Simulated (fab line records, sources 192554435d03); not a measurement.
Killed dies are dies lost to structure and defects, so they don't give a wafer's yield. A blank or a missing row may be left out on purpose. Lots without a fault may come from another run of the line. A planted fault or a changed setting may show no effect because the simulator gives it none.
Problem report in the 8D (eight disciplines) form, filled by code | flow n5_finfet | the parts of the form that need people (team, actions taken, sign-off) are left out

1. THE PROBLEM
killed_at_M4_up at N5_PASSIVATION_PROBE_49 reads a mean of 714 on 6 wafers of 2 lots; wafers without a fault read 13 with a standard deviation of 5.8. That is +99 or more standard deviations from the usual mean.
First seen on wafer L930.2, day 16 11:37, on prober-02. The record holds 12 wafers of 4 lots with a number at this step. Rule for "out", or "out of limits": more than 4 standard deviations from the usual mean. The other wafers with a number count as sound.

2. WHAT IT IS AND WHAT IT IS NOT
question                    | is                                                                                                                                     | is not
which readings at this step | killed_at_M4_up, defect_limited_yield, killed_dies, killed_on_rim, sort_bin_5_function, sort_bin_6_memory, sort_n_pass, sort_yield_pct | killed_at_other, killed_short
which lots                  | L929, L930                                                                                                                             | L916, L922
which wafers of those lots  | all that have a number                                                                                                                 | -
read on which tools         | prober-01, prober-02                                                                                                                   | -
when                        | from day 16 11:37                                                                                                                      | up to then (6 sound wafers)

3. SUSPECTS, AND WHAT RULES EACH OUT
Counting: a tool at a process step up to the reading stays a suspect if it ran every lot that is out and no sound lot after the first of them.
- ecd_cu-02 at N5_BEOL_M8_ECD_50 (material Cu, target thk 300 nm): kept. It ran every lot that is out, first L929 (day 13 12:37), and no sound lot after that; its last sound lot up to then is L916 (day 10 16:52).
Left after counting: ecd_cu-02 at N5_BEOL_M8_ECD_50.

4. THE CAUSE (what the simulator had put in)
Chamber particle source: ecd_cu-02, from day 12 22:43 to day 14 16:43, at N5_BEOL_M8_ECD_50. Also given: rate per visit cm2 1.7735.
Counting left only this tool.

5. THE CHAIN OF EFFECTS, in route order
Each row: a reading whose mean over the struck wafers that have a number lies more than 3 standard deviations from the usual. Only readings for which the record gives a usual standard deviation are gone through. hours: the time from each lot's start at the first step in this table that gives one to its start at this step, as a median over the lots. sigmas: the change in usual standard deviations.
hours | step                    | reading              | usual  | on struck wafers | change | sigmas
0     | N5_PASSIVATION_PROBE_49 | defect_limited_yield | 91.4 % | 34.7             | -56.7  | -38
0     | N5_PASSIVATION_PROBE_49 | killed_at_M4_up      | 13     | 714              | +700   | +99 or more
0     | N5_PASSIVATION_PROBE_49 | killed_dies          | 101    | 771              | +670   | +37
0     | N5_PASSIVATION_PROBE_49 | killed_on_rim        | 13     | 100              | +86    | +21
0     | N5_PASSIVATION_PROBE_49 | sort_bin_5_function  | 5.0 %  | 42.7             | +37.7  | +38
0     | N5_PASSIVATION_PROBE_49 | sort_bin_6_memory    | 3.2 %  | 17.2             | +14.0  | +21
0     | N5_PASSIVATION_PROBE_49 | sort_n_pass          | 1079   | 409              | -670   | -37
0     | N5_PASSIVATION_PROBE_49 | sort_yield_pct       | 91.4 % | 34.7             | -56.7  | -38
The process steps in it:
- N5_PASSIVATION_PROBE_49

6. WHAT WOULD HAVE CAUGHT IT SOONER
In this record the first reading out of limits was taken at day 16 11:37, 85 hours after the fault began at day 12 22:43.
All the lots that are out (2) had begun N5_BEOL_M8_ECD_50 on ecd_cu-02 by day 16 11:37. A hold on the tool at that time would have spared none of them.
